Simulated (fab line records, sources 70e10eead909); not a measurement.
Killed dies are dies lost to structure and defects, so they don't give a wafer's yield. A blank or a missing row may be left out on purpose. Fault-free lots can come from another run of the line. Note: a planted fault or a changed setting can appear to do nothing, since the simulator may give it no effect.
A struck lot beside a sound one | flow nand harc | 15 out of 1159 route steps
Sound: these wafers, L364.2, L364.5, L364.6. Struck: wafers L359.2, L359.3, L359.4. The cause is given at the end.
At each step with rows: each side's tool, then ch and its chambers, then its first start. Under that, the readings that differ: sound wafers | struck wafers | difference of the means | sigmas: that difference in standard deviations of wafers without a fault.
alike: same words and numbers on both sides, and readings whose means sit less than 2 such deviations apart. not compared: any withheld reading, any reading some wafer has no value for, any bound like >300 that may hide the same value, and any number with overlapping values for which the record gives no deviation.
The two part at a step that has a row with sigmas, a row that says differs or no value, or rows on one side only. Numbers that have no deviation but don't overlap get no sigmas and don't part them. A reading that every wafer of one side lacks parts them only if that side has two wafers or more.

first, 4 steps without rows for these wafers: NHARC_A_CONTACT_EBR_65; NHARC_A_CONTACT_EXPOSE_66 (exposes mask A CC 2); NHARC_A_CONTACT_PEB_67 (peb time 65 s); NHARC_A_CONTACT_DEVELOP_68 (develop time 35 s).
NHARC_A_CONTACT_CD_MEAS_69: target cd 200 nm.
  sound on cd sem-01 ch 0, day 21 12:39; struck on cd sem-02 ch 0, day 19 10:43
  reading    | sound             | struck            | difference | sigmas
  cd nm (nm) | 201.2 199.6 200.5 | 199.2 199.5 199.4 | -1.1       | -2
NHARC_A_CONTACT_OVL_MEAS_70:
  sound on overlay-02 at day 21 12:44; struck on overlay-01 at day 19 10:48
  alike: overlay x nm, overlay y nm
NHARC_A_CONTACT_INSPECT_71:
  sound on defect inspect-02 at day 21 12:46; struck on defect inspect-02 at day 19 10:50
  alike: raw defect count
then, 1 step without rows for these wafers: NHARC_A_CONTACT_DESCUM_74 (chemistry O2, time 3 s).
NHARC_A_CONTACT_ETCH_75: etches the open film in CF4, target depth 39 nm, time 65 s.
  sound on rie diel-13 ch 1,2,3, day 21 12:56; struck on rie diel-13 ch 0,2,3, day 19 10:59
  alike: bias w, cf4 flow sccm, drypump motor current A, oes product au, rf vpp V, showerhead plenum p Torr, throttle valve pct
  not compared: rf hours counter h
NHARC_A_CONTACT_ETCH_76: etches the open film in N2/H2, target depth 260 nm, time 475.3 s.
  sound on rie diel-13 ch 0,1,3; struck on rie diel-13 ch 0,2,3
  alike: bias w, chamber pressure mTorr, drypump motor current A, h2 flow sccm, oes product au, rf vpp V, showerhead plenum p Torr, throttle valve pct
  not compared: rf hours counter h
NHARC_A_CONTACT_ETCH_77: etches the open film in CF4/CHF3, target depth 72.6 nm, time 36.3 s.
  sound on rie diel-13 ch 0,1,3; struck on rie diel-13 ch 1,2,3
  alike: bias w, cf4 flow sccm, drypump motor current A, oes product au, rf vpp V, showerhead plenum p Torr, throttle valve pct
  not compared: rf hours counter h
NHARC_A_CONTACT_ETCH_78: etches the open film in O2/COS, target depth 2800 nm, time 728 s.
  sound on rie diel-13 ch 1,2; struck on rie diel-13 ch 0,1,3
  alike: bias w, chamber pressure mTorr, drypump motor current A, oes product au, rf vpp V, showerhead plenum p Torr, throttle valve pct
  not compared: rf hours counter h
NHARC_A_CONTACT_ETCH_124: etches the open film in C4F8/O2/Ar, time 140 s, target depth 700 nm.
  sound on har cap etch-02 ch 0,1, day 21 13:59; struck on har cap etch-03 ch 0,1, day 19 12:04
  no value came back on the struck wafers for chamber pressure mTorr (mTorr), oes air line au (a.u.); on the sound wafers chamber pressure mTorr (mTorr) reads 20.015 19.979 19.990
  not compared: rf hours counter h
NHARC_A_CONTACT_ETCH_125: etches the open film in C4F8/O2/Ar, time 155 s, target depth 956 nm.
  sound on har cap etch-02 ch 0,1, day 21 14:11; struck on har cap etch-03 ch 0,1, day 19 12:14
  alike: chamber pressure mTorr, oes air line au
  not compared: rf hours counter h
-- jump in the record: it breaks off in module A_CONTACT and resumes in module END (first step shown: number 1159 of the route), and 3 days separate the struck wafers' starts before and after --
NHARC_END_SORT_01:
  sound on prober-01 ch 0, day 24 07:31; struck on prober-02 ch 0, day 22 02:52
  reading         | sound    | struck      | difference | sigmas
  killed at array | 22 12 22 | 675 675 674 | +656       | +66
  killed dies     | 29 17 27 | 677 677 677 | +653       | +59
  alike: killed at other, killed at periphery, killed open, killed short

WHERE THEY PART
At NHARC_A_CONTACT_CD_MEAS_69 first; at NHARC_END_SORT_01 last (within this record only).

WHY: the cause the simulator had injected
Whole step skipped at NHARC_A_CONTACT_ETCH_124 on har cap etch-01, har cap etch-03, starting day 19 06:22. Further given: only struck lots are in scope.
